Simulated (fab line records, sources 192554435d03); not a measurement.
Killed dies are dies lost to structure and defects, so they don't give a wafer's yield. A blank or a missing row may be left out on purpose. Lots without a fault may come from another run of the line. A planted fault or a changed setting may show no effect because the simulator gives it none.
Chamber matching | flow n5_finfet | N5_SDB_ETCH_18 on rie_diel-04: 4 sister chambers
The step etches SOC in N2/H2, target depth 100 nm, overetch 20 nm, time 150 s. 14 wafers are shown with their chamber, then 7 later ones without.

WAFERS WITH THEIR CHAMBER
wafer  | chamber | drypump_motor_current_A (A) | throttle_valve_pct (%) | showerhead_plenum_p_Torr (Torr)
L078.1 | 1       | 6.0                         | 17.30                  | 2.60
L078.4 | 2       | 5.9                         | 17.98                  | 2.59
L078.5 | 3       | 5.6                         | 17.81                  | 2.61
L085.3 | 0       | 5.4                         | 17.56                  | 2.58
L085.5 | 3       | 5.6                         | 17.83                  | 2.60
L085.6 | 0       | 5.4                         | 17.57                  | 2.58
L087.1 | 1       | 6.0                         | 17.34                  | 2.59
L087.2 | 0       | 5.4                         | 17.59                  | 2.58
L087.3 | 2       | 6.0                         | 18.00                  | 2.58
L092.2 | 2       | 5.9                         | 18.04                  | 2.57
L092.4 | 0       | 5.4                         | 17.61                  | 2.58
L092.5 | 1       | 6.0                         | 17.38                  | 2.59
L094.1 | 1       | 6.0                         | 17.37                  | 2.59
L094.3 | 3       | 5.6                         | 17.42                  | 2.60

SIGNATURES (means of the wafers above)
reading                  | chamber 0 | chamber 1 | chamber 2 | chamber 3 | scatter within a chamber
drypump_motor_current_A  | 5.400     | 6.000     | 5.933     | 5.600     | 0.0258
throttle_valve_pct       | 17.5825   | 17.3475   | 18.0067   | 17.6867   | 0.107
showerhead_plenum_p_Torr | 2.5800    | 2.5925    | 2.5800    | 2.6033    | 0.00585
Rule: a wafer's distance from a chamber is the root of the sum, over the readings, of the square of ((its reading less the chamber's mean) divided by the reading's scatter). The wafer belongs to the nearest chamber; if the next one is less than 2 further off, it can't be placed. The scatter: the root of (the sum of the squares of (reading less its chamber's mean) over the shown wafers, divided by (wafers less chambers)).

WAFERS WITHOUT THEIR CHAMBER
wafer  | drypump_motor_current_A (A) | throttle_valve_pct (%) | showerhead_plenum_p_Torr (Torr)
L094.4 | 5.6                         | 17.41                  | 2.60
L095.2 | 6.0                         | 17.37                  | 2.58
L095.4 | 5.6                         | 17.41                  | 2.60
L095.5 | 6.0                         | 17.36                  | 2.59
L096.1 | 5.4                         | 17.60                  | 2.58
L096.3 | 5.9                         | 18.05                  | 2.57
L096.6 | 5.4                         | 17.62                  | 2.58

WHICH CHAMBER EACH WENT THROUGH
wafer  | from the rows above | in truth
L094.4 | 3                   | 3
L095.2 | 1                   | 1
L095.4 | 3                   | 3
L095.5 | 1                   | 1
L096.1 | 0                   | 0
L096.3 | 2                   | 2
L096.6 | 0                   | 0
Placed correctly: 7 of 7. Can't be placed from these rows: 0. Placed wrongly: 0.
